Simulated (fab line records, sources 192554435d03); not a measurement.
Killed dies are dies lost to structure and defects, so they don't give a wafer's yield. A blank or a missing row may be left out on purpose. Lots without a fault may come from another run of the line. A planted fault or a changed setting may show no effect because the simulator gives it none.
Chamber matching | flow n5_finfet | N5_HKMG_FIN_STRIP_93 on rie_diel-01: 4 sister chambers
The step strips SOC in N2/H2, time 20 s. 16 wafers are shown with their chamber, then 8 later ones without.

WAFERS WITH THEIR CHAMBER
wafer  | chamber | throttle_valve_pct (%) | drypump_motor_current_A (A) | showerhead_plenum_p_Torr (Torr)
L074.2 | 2       | 18.4                   | 5.4                         | 3.40
L074.4 | 3       | 19.1                   | 5.9                         | 3.49
L074.5 | 1       | 18.9                   | 5.2                         | 3.37
L078.2 | 0       | 18.8                   | 6.1                         | 3.28
L078.3 | 3       | 19.2                   | 5.9                         | 3.49
L078.4 | 1       | 18.9                   | 5.2                         | 3.37
L079.2 | 2       | 18.4                   | 5.4                         | 3.40
L079.3 | 3       | 19.1                   | 6.0                         | 3.49
L079.6 | 3       | 19.1                   | 6.0                         | 3.49
L083.2 | 2       | 18.4                   | 5.4                         | 3.39
L083.5 | 0       | 18.8                   | 6.0                         | 3.27
L083.6 | 3       | 19.2                   | 5.9                         | 3.49
L084.2 | 2       | 18.4                   | 5.4                         | 3.39
L084.3 | 1       | 18.9                   | 5.2                         | 3.36
L084.4 | 3       | 19.2                   | 5.9                         | 3.48
L090.1 | 3       | 19.2                   | 6.0                         | 3.47

SIGNATURES (means of the wafers above)
reading                  | chamber 0 | chamber 1 | chamber 2 | chamber 3 | scatter within a chamber
throttle_valve_pct       | 18.800    | 18.900    | 18.400    | 19.157    | 0.0378
drypump_motor_current_A  | 6.050     | 5.200     | 5.400     | 5.943     | 0.043
showerhead_plenum_p_Torr | 3.2750    | 3.3667    | 3.3950    | 3.4857    | 0.007
Rule: a wafer's distance from a chamber is the root of the sum, over the readings, of the square of ((its reading less the chamber's mean) divided by the reading's scatter). The wafer belongs to the nearest chamber; if the next one is less than 2 further off, it can't be placed. The scatter: the root of (the sum of the squares of (reading less its chamber's mean) over the shown wafers, divided by (wafers less chambers)).

WAFERS WITHOUT THEIR CHAMBER
wafer  | throttle_valve_pct (%) | drypump_motor_current_A (A) | showerhead_plenum_p_Torr (Torr)
L090.3 | 18.5                   | 5.4                         | 3.38
L090.5 | 18.9                   | 6.0                         | 3.26
L092.2 | 18.4                   | 5.4                         | 3.38
L092.4 | 18.8                   | 6.0                         | 3.26
L092.6 | 19.2                   | 5.9                         | 3.47
L095.1 | 18.9                   | 5.2                         | 3.35
L095.2 | 18.9                   | 6.1                         | 3.26
L095.5 | 18.9                   | 6.0                         | 3.26

WHICH CHAMBER EACH WENT THROUGH
wafer  | from the rows above | in truth
L090.3 | 2                   | 2
L090.5 | 0                   | 0
L092.2 | 2                   | 2
L092.4 | 0                   | 0
L092.6 | 3                   | 3
L095.1 | 1                   | 1
L095.2 | 0                   | 0
L095.5 | 0                   | 0
Placed correctly: 8 of 8. Can't be placed from these rows: 0. Placed wrongly: 0.
